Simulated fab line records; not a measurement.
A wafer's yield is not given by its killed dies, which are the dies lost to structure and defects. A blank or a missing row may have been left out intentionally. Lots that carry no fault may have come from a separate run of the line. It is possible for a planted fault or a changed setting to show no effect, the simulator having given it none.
Comparing a struck lot with a sound one + flow n5 finfet + 15 steps out of a route of 1938
Sound: the wafers L813.3, L813.5, L813.6. Struck: wafer L829.3 (left out: L829.1, a lot-mate that was not struck); the cause follows at the end.
Per side, at each step with rows, come the tool, then ch with its chambers, and then its first start. Under that, the readings that differ: sound wafers + struck wafers + difference of the means + sigmas: that difference in standard deviations of wafers without a fault.
alike: same words and numbers on both sides, and readings whose means sit less than 2 such deviations apart. not compared: any withheld reading, any reading some wafer has no value for, any bound like >300 that may hide the same value, and any number with overlapping values for which the record gives no deviation.
Wherever a step has rows on one side only, a row that says differs or no value, or a row with sigmas, the two part there. Non-overlapping numbers with no deviation appear without sigmas and do not part them. A reading that every wafer of one side lacks parts them only if that side has two wafers or more.

first, 1 step without rows for these wafers: N5_BEOL_M6_CURE_75 (cures SiCOH lowk, time 120 s).
N5_BEOL_M6_DEGAS_44: time 60 s.
  sound on pvd sputter-03 at day 9 09:49; struck on pvd sputter-02 at day 13 05:31
| reading            | sound       | struck | difference | sigmas |
|--------------------|-------------|--------|------------|--------|
| heater power w (W) | 301 284 305 | 379    | +82        | +3     |
N5_BEOL_M6_PRE_CLEAN_45: time 30 s.
  sound on pvd sputter-03 at day 9 09:51; struck on pvd sputter-02 at day 13 05:34
| reading            | sound       | struck | difference | sigmas |
|--------------------|-------------|--------|------------|--------|
| heater power w (W) | 305 292 300 | 376    | +77        | +2     |
N5_BEOL_M6_ALD_77: deposits TaN, target thk 2 nm, pulse time 2 s, purge time 3 s.
  sound on ald metal-01 ch 1,2, day 9 09:55; struck on ald metal-04 ch 0, day 13 05:37
  alike: heater power w
N5_BEOL_M6_SURFACE_TREAT_79:
  sound on pvd sputter-01 at day 9 10:19; struck on pvd sputter-02 at day 13 05:56
  not compared: pressure mtorr, throttle valve pct
then, 4 steps without rows for these wafers: N5_BEOL_M6_CVD_78 (deposits Co from CCTBA/H2, target thk 2 nm, time 142.3 s); N5_BEOL_M6_SPUTTER_48 (material Cu, target thk 10 nm, time 1.667 s); N5_BEOL_M6_ECD_50 (material Cu, target thk 300 nm); N5_BEOL_M6_ANNEAL_51 (time 90 s).
N5_BEOL_M6_CMP_52: polishes, stops on SiCOH lowk, t overpolish 6.9 s, target thk 80 nm.
  sound on cmp-04 ch 1,2, day 9 12:27; struck on cmp-04 ch 3, day 13 07:30
| reading              | sound             | struck | difference | sigmas |
|----------------------|-------------------|--------|------------|--------|
| overpolish run s (s) | 6.896 6.902 6.879 | 6.914  | +0.022     | +2     |
  alike: barrier field endpoint s, clearing platen rpm, motor current A, time to endpoint s
N5_BEOL_M6_THK_MEAS_53: measures by xrf.
  sound on film metro-01 at day 9 12:43; struck on film metro-01 at day 13 07:47
  alike: M6_THK
then, 1 step without rows for these wafers: N5_BEOL_M6_PRE_CLEAN_55 (time 15 s).
N5_BEOL_M6_DEP_56: deposits SiCN from 3MS/NH3, target thk 10 nm, time 17.5 s.
  sound on pecvd-02 ch 0,2, day 9 12:48; struck on pecvd-02 ch 0, day 13 07:52
| reading                                  | sound     | struck | difference | sigmas |
|------------------------------------------|-----------|--------|------------|--------|
| model.SiCN_of_BEOL_M6_DEP_56.thk nm (nm) | 10 9.8 10 | 5      | -5         |        |
  alike: showerhead plenum p Torr, throttle valve pct
N5_BEOL_M6_RS_MEAS_57: the measuring method here is four-point-probe.
  sound on film metro-01 at day 9 12:52; struck on film metro-01 at day 13 07:55
  alike: M6_RS
next, for these wafers, 1 step has no rows: N5_PASSIVATION_PROBE_49.

WHERE THEY PART
At N5_BEOL_M6_DEGAS_44 first; at N5_BEOL_M6_CMP_52 last (within this record only). Later steps at which nothing parts them and some readings are alike: N5_BEOL_M6_THK_MEAS_53, N5_BEOL_M6_DEP_56, N5_BEOL_M6_RS_MEAS_57.

WHY: the cause the simulator had injected
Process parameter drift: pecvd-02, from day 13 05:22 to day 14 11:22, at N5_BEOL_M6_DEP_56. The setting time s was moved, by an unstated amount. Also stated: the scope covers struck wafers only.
